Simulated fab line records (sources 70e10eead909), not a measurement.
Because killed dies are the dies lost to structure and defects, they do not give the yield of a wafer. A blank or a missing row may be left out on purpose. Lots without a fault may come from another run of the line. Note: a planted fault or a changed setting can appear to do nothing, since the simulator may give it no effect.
Which of the tools did it? / flow nand harc / 7 lots with 21 wafers sampled at 2 steps, on a route of 1159 steps

WHAT THE GAUGES SHOWED, per wafer
NHARC_P_GATE_CD_MEAS_26: the cd target is 120 nm.
lot=L613; measured=day 5 01:38; on=cd sem-03; cd nm (nm)=120.3 120.2 119.4
lot=L615; measured=day 5 22:39; on=cd sem-02; cd nm (nm)=119.4 119.2 119.8
lot=L618; measured=day 6 17:13; on=cd sem-02; cd nm (nm)=119.3 119.7 119.2
lot=L623; measured=day 8 14:00; on=cd sem-01; cd nm (nm)=119.0 119.9 120.1
lot=L626; measured=day 9 02:51; on=cd sem-02; cd nm (nm)=118.6 119.9 119.6
lot=L629; measured=day 9 03:01; on=cd sem-02; cd nm (nm)=107.2 118.2 110.5
lot=L634; measured=day 9 23:07; on=cd sem-01; cd nm (nm)=120.5 119.9 120.0

EACH LOT AND THE TOOL THAT RAN IT (in order: tool; ch and the chambers of the sampled wafers; start)
lot=L613; NHARC_P_GATE_EXPOSE_23=arfi scanner-02 ch 0, day 5 01:29
lot=L615; NHARC_P_GATE_EXPOSE_23=arfi scanner-02 ch 0, day 5 22:31
lot=L618; NHARC_P_GATE_EXPOSE_23=arfi scanner-01 ch 0, day 6 17:05
lot=L623; NHARC_P_GATE_EXPOSE_23=arfi scanner-01 ch 0, day 8 13:52
lot=L626; NHARC_P_GATE_EXPOSE_23=arfi scanner-01 ch 0, day 9 02:43
lot=L629; NHARC_P_GATE_EXPOSE_23=arfi scanner-03 ch 0, day 9 02:52
lot=L634; NHARC_P_GATE_EXPOSE_23=arfi scanner-01 ch 0, day 9 22:58
- NHARC_P_GATE_EXPOSE_23: exposes mask P GATE, target cd 120 nm.

THE ANSWER, worked out from the rows above alone
Rule: the usual values come from the lots themselves. Put in order of their means at a reading, lots are off if they are a third of the lots or fewer, leave a main group of 4 or more, and stand apart from it by a gap of 3 or more times the standard deviation of the main group's means; of several such gaps the widest counts. If all means in a main group match to the digits the tables above print for the reading, that group is not used. Also off: a lot with no number at a reading for which 4 or more lots have one. The other lots that the step has rows for count as sound.
Off: L629, at NHARC_P_GATE_CD_MEAS_26 (cd nm). Main group: mean 119.7 nm, sd 0.29.
A tool fits if, at a process step before that reading, it ran every lot that is off, and no sound lot after the first of them. Gauges at NHARC_P_GATE_CD_MEAS_26: tried the same way as those tools. Undecided on this evidence; 2 tools fit (arfi scanner-03 at NHARC_P_GATE_EXPOSE_23, cd sem-02 at NHARC_P_GATE_CD_MEAS_26).

WHAT THE SIMULATOR PUT IN
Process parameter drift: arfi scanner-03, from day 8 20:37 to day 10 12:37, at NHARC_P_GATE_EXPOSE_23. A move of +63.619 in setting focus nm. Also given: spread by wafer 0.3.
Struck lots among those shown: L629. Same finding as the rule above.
